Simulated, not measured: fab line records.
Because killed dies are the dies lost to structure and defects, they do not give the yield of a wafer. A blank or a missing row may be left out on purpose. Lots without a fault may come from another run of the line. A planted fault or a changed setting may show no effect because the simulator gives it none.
Struck lot and sound lot, side by side | flow nand harc | 14 steps out of a route of 1159
Sound: the wafers L819.2, L819.3, L819.6. Wafers L831.1, L831.3, L831.5 were the ones struck. The cause comes at the end.
At each step with rows: each side's tool, then ch and its chambers, then its first start. Under that, the readings that differ: sound wafers | struck wafers | difference of the means | sigmas: that difference in standard deviations of wafers without a fault.
alike: readings with means less than 2 such deviations apart, plus words and numbers identical on both sides. not compared: withheld readings, readings lacking a value on some wafer, bounds such as >300 that could conceal the same value, and numbers that have no deviation in the record and whose values overlap.
Wherever a step has rows on one side only, a row that says differs or no value, or a row with sigmas, the two part there. Non-overlapping numbers with no deviation appear without sigmas and do not part them. A reading that every wafer of one side lacks parts them only if that side has two wafers or more.

first, 9 steps without rows for these wafers: NHARC_THIN_TSV_PVD_24 (deposits Al, target thk 800 nm); NHARC_THIN_TSV_DEHYDRATE_25 (time 120 s); NHARC_THIN_TSV_HMDS_26 (time 30 s); NHARC_THIN_TSV_COAT_27; NHARC_THIN_TSV_SOFTBAKE_28 (time 95 s); NHARC_THIN_TSV_EBR_29; NHARC_THIN_TSV_EXPOSE_30 (exposes mask PAD); NHARC_THIN_TSV_PEB_31 (peb time 85 s); NHARC_THIN_TSV_DEVELOP_32 (time 70 s).
NHARC_THIN_TSV_CD_MEAS_33 targets a cd of 5000 nm.
  sound on cd sem-01 ch 0, day 21 17:27; struck on cd sem-02 ch 0, day 24 00:02
  alike: cd nm
then, 1 step without rows for these wafers: NHARC_THIN_TSV_HARDBAKE_34 (time 80 s).
NHARC_THIN_TSV_DESCUM_35: chemistry O2, time 3 s.
  sound on rie diel-08 ch 2,3, day 21 17:36; struck on rie diel-07 ch 0,2,3, day 24 00:14
  alike: drypump motor current A, oes product au, rf vpp V, showerhead plenum p Torr, throttle valve pct
  not compared: rf hours counter h
NHARC_THIN_TSV_ETCH_59: etches the open film in Cl2/BCl3, target depth 880 nm, time 138.1 s.
  sound on rie metal-03 ch 0,1, day 21 17:44; struck on rie metal-03 ch 0, day 24 00:23
  reading          | sound             | struck            | difference | sigmas
  run length s (s) | 159.1 158.9 159.2 | 134.3 134.3 134.6 | -24.7      | -55
  alike: bcl3 flow sccm, drypump motor current A, oes product au, throttle valve pct
  not compared: rf hours counter h
NHARC_THIN_TSV_ETCH_36: etches the open film in Cl2/BCl3, target depth 65 nm, time 18.571 s.
  sound on rie metal-03 ch 0,1, day 21 17:59; struck on rie metal-03 ch 0,1, day 24 00:37
  alike: drypump motor current A, oes product au, run length s
  not compared: rf hours counter h

## WHERE THEY PART
Only at NHARC_THIN_TSV_ETCH_59, within this record. Later steps at which nothing parts them and some readings are alike: NHARC_THIN_TSV_ETCH_36.

WHY: the cause the simulator had injected
rie metal-03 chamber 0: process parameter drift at NHARC_THIN_TSV_ETCH_59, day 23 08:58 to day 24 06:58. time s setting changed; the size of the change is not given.
